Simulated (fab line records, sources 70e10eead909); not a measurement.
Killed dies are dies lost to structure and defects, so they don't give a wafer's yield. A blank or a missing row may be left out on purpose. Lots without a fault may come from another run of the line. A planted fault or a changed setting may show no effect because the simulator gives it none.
Which tool did it? | flow nand_harc | 7 lots, 20 wafers sampled, at 1 step of a route of 1302

WHAT THE GAUGES READ, wafer by wafer
NHARC_A_CHANNEL_HOLE_D1_INSPECT_12.
lot  | measured     | on                | raw_defect_count
L600 | day 9 11:16  | defect_inspect-01 | 2 5 5
L604 | day 10 05:41 | defect_inspect-02 | 5 4 6
L605 | day 10 22:44 | defect_inspect-01 | 3 10 1
L608 | day 12 01:23 | defect_inspect-02 | 4 5
L617 | day 15 19:07 | defect_inspect-01 | 3 13 2
L619 | day 16 20:35 | defect_inspect-02 | 8 10 6
L621 | day 17 21:02 | defect_inspect-02 | 3 1 2

WHICH TOOL RAN EACH LOT (tool, then ch and the chambers of the sampled wafers, then the start)
The record holds no process step before these readings.

THE ANSWER, worked out from the rows above alone
Rule: what is usual is taken from the lots themselves. Put in order of their means at a reading, lots are off if they are a third of the lots or fewer, leave a main group of 4 or more, and stand apart from it by a gap of 3 or more times the standard deviation of the main group's means; of several such gaps the widest counts. A main group whose means are all the same, to the digits that the tables above print for the reading, isn't used. A lot without any number at a reading at which 4 lots or more have one is off too. The other lots that the step has rows for count as sound.
No lot is off at any reading shown: from this, nothing can be told.

WHAT THE SIMULATOR HAD PUT IN
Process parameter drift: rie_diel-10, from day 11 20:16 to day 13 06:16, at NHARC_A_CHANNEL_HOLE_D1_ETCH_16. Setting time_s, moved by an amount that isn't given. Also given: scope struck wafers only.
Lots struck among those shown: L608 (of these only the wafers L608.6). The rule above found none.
